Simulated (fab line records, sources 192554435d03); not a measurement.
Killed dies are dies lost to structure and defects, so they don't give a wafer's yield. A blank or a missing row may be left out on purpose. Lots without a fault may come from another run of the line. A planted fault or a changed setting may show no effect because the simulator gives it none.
Split-lot experiment | flow n5_finfet | 7 lots, 21 wafers read, on a route of 1938 steps

THE SPLIT
At N5_MIM_BOT_ETCH_ETCH_04 (etches SiNx in CF4/O2, target depth 26 nm, time 13 s), the setting time_s was moved away from the recipe's 13 s on 7 of the 21 wafers read, by -20.8% to +16.6%. The other wafers ran this setting at the recipe's value.

The reading is taken at the split's own step.

THE READING
etch.depth_nm (the simulator's own value, which no gauge read), in nm, at N5_MIM_BOT_ETCH_ETCH_04 (etches SiNx in CF4/O2, target depth 26 nm, time 13 s). The file gives no usual value for it. The 14 wafers here that ran the recipe average 26.14 nm, standard deviation 0.46 nm.

wafer  | tool, chamber at the split | time_s as run, s | against the recipe | etch.depth_nm, nm | against lot-mates on the recipe
L078.1 | rie_diel-06, 1             | 13               | recipe             | 26.35             | -
L078.2 | rie_diel-06, 0             | 15.16            | +16.6%             | 30.11             | +3.76
L078.6 | rie_diel-06, 2             | 15.16            | +16.6%             | 29.82             | +3.47
L080.1 | rie_diel-06, 3             | 13               | recipe             | 26.11             | -
L080.2 | rie_diel-06, 2             | 13               | recipe             | 25.57             | -
L080.6 | rie_diel-06, 0             | 13               | recipe             | 25.4              | -
L092.1 | rie_diel-05, 3             | 13               | recipe             | 25.52             | -
L092.3 | rie_diel-05, 1             | 13               | recipe             | 25.71             | -
L092.4 | rie_diel-05, 0             | 13               | recipe             | 26.16             | -
L093.2 | rie_diel-06, 0             | 14.8             | +13.8%             | 29.66             | +3.90
L093.5 | rie_diel-06, 0             | 13               | recipe             | 25.76             | -
L093.6 | rie_diel-06, 3             | 14.8             | +13.8%             | 29.84             | +4.08
L094.3 | rie_diel-06, 3             | 10.3             | -20.8%             | 20.64             | -6.23
L094.4 | rie_diel-06, 1             | 13               | recipe             | 26.87             | -
L094.5 | rie_diel-06, 2             | 10.3             | -20.8%             | 20.15             | -6.72
L096.1 | rie_diel-02, 3             | 13               | recipe             | 26.78             | -
L096.5 | rie_diel-02, 0             | 13               | recipe             | 26.3              | -
L096.6 | rie_diel-02, 3             | 13               | recipe             | 26.46             | -
L097.2 | rie_diel-02, 0             | 15.03            | +15.6%             | 30.43             | +3.95
L097.4 | rie_diel-02, 3             | 13               | recipe             | 26.49             | -
L097.5 | rie_diel-02, 0             | 13               | recipe             | 26.48             | -

THE FIT
A straight line over all 21 wafers: etch.depth_nm changes by +0.262 nm for each +1% of time_s; r = +0.99; the points scatter about the line by 0.45 nm.
The same after taking each lot's own level away (the mean of its wafers on the recipe; 21 wafers): +0.278 nm for each +1%; r = +0.99; scatter 0.42 nm.
On that fit, the largest move of time_s shifts the reading by 5.8 nm.
The lots' own levels span 25.693 to 26.870 nm, that is 2.6 times the standard deviation above.
So the lot-to-lot level changes the slope little: the two slopes agree.
Check: with one of the wafers moved furthest among these (-20.8%) left out of the fit, the line predicts -5.81 nm for it against its lot-mates. It came out at -6.23 nm against them.

OTHER SPLITS ON THESE WAFERS
These wafers also went through other splits before the reading. Each is held against what the fit with the lots' levels taken away leaves over:
other split on the same wafers     | wafers away from the commonest value | r with etch.depth_nm (lot level and that fit taken away)
N5_BEOL_M14_EXPOSE_25 dose_mj      | 5                                    | -0.03
N5_BEOL_M14_ETCH_68 time_s         | 8                                    | +0.29
N5_BEOL_M15_COAT_22 spin_rpm       | 9                                    | -0.02
N5_BEOL_M15_TRENCH_ETCH_34 time_s  | 6                                    | +0.28
N5_MIM_BOT_LITHO_EXPOSE_05 dose_mj | 13                                   | -0.15

THE FILE'S OWN FIT
etch.depth_nm changes by +0.272 nm for each +1% of time_s, r = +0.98.
